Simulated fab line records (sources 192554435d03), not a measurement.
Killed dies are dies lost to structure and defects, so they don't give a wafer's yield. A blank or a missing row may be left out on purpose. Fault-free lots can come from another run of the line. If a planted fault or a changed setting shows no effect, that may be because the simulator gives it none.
A single fault, viewed from 3 desks + flow n5-finfet + what lay behind the numbers comes last; until then each desk has only its own

THE METROLOGY DESK
Means of the sampled wafers that have a number, per lot and without regard to the tool the lot ran on: this is what the gauges read. Marked OUT: a lot whose mean sits more than 4 standard deviations from the usual mean, which makes it out of limits; the brackets give that distance. Readings shown: 7 out of 11 (the first out of limits, and those lying furthest out on some lot).
Columns: A = trench-depth-nm at N5_BEOL_M3_OCD_MEAS_38, usual 55.4 nm; B = DIBL_N at N5_BEOL_M4_RC_MEAS_101, usual 36.3 mV/V; C = DIBL_P at N5_BEOL_M4_RC_MEAS_101, usual 35.7 mV/V; D = IOFF_P at N5_BEOL_M4_RC_MEAS_101, usual 0.204 nA/um; E = SS_N at N5_BEOL_M4_RC_MEAS_101, usual 71.5 mV/dec; F = SS_P at N5_BEOL_M4_RC_MEAS_101, usual 73.1 mV/dec; G = VT_P at N5_BEOL_M4_RC_MEAS_101, usual -251 mV
| lot  | first seen here | A              | B    | C    | D     | E    | F    | G    |
|------|-----------------|----------------|------|------|-------|------|------|------|
| L259 | day 7 21:37     | 56.0           | 35.7 | 34.5 | 0.199 | 70.8 | 73.0 | -248 |
| L262 | day 8 11:30     | 55.0           | 35.7 | 34.5 | 0.226 | 70.9 | 72.8 | -248 |
| L263 | day 8 11:31     | 55.9           | 36.8 | 36.6 | 0.231 | 71.0 | 73.6 | -247 |
| L269 | day 10 07:20    | 55.4           | 36.5 | 36.0 | 0.191 | 71.7 | 73.2 | -253 |
| L272 | day 10 22:13    | 54.8           | 36.1 | 33.8 | 0.165 | 71.4 | 72.8 | -256 |
| L273 | day 10 22:24    | 26.0 (-31) OUT | 38.7 | 36.4 | 0.212 | 72.5 | 73.1 | -247 |
| L274 | day 11 03:31    | 55.3           | 35.6 | 36.7 | 0.199 | 71.2 | 73.3 | -254 |
| L275 | day 12 04:34    | 56.8           | 39.0 | 38.0 | 0.249 | 71.7 | 74.0 | -249 |
This desk's finding: out of limits on L273; first on L273, day 10 22:24 (trench-depth-nm at N5_BEOL_M3_OCD_MEAS_38). L259, L262, L263, L269, L272, L274, L275 stayed within limits.

AT THE TOOL OWNER'S DESK: pvd-sputter-03
The tool's own readings at N5_BEOL_M3_HM_DEP_02 (deposits TiN, target thk 20 nm): means of the sampled wafers that have a number, for each lot that ran on this tool. Marked OUT: a lot whose mean sits more than 4 standard deviations from the usual mean, which makes it out of limits; the brackets give that distance.
Columns: A = substrate-temp-c at N5_BEOL_M3_HM_DEP_02, usual 25.01 C; B = throttle-valve-pct at N5_BEOL_M3_HM_DEP_02, usual 30.5 %
| lot  | first seen here | A     | B    |
|------|-----------------|-------|------|
| L263 | day 8 07:35     | 25.01 | 30.7 |
| L269 | day 10 04:05    | 25.12 | 30.9 |
| L272 | day 10 17:47    | 25.10 | 31.2 |
| L273 | day 10 18:22    | 24.99 | 31.2 |
Finding of this desk: none of the 4 lots has anything out of limits.

THE DEFECT DESK
Lot by lot, what the route's inspections counted, given as the mean of those sampled wafers with a number. Marked OUT: a lot whose mean sits more than 4 standard deviations from the usual mean, which makes it out of limits; the brackets give that distance.
Columns: A = raw-defect-count at N5_BEOL_M3_INSPECT_13, usual 480
| lot  | first seen here | A   |
|------|-----------------|-----|
| L259 | day 7 18:11     | 483 |
| L262 | day 8 03:23     | 450 |
| L263 | day 8 08:11     | 605 |
| L269 | day 10 04:41    | 410 |
| L272 | day 10 18:25    | 524 |
| L273 | day 10 18:50    | 431 |
| L274 | day 10 22:01    | 453 |
| L275 | day 11 20:23    | 388 |
Finding of this desk: none of the 8 lots has anything out of limits.

TAKEN TOGETHER
The metrology desk could have raised an alarm at day 10 22:24, on L273.
Nothing out of limits was seen by the tool owner's desk.
Nothing the defect desk looked at was out of limits.
Tool owner's desk: L273 on record, inside its limits.
The defect desk has L273 on record, within its limits.
Every lot named ran N5_BEOL_M3_HM_DEP_02 on pvd-sputter-03.

WHAT WAS PUT IN BY THE SIMULATOR
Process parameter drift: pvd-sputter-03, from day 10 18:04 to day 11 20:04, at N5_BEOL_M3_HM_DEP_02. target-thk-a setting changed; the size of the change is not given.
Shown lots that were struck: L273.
Time in hours between the start of the fault and the first out-of-limits reading at each desk: metrology desk, 4.
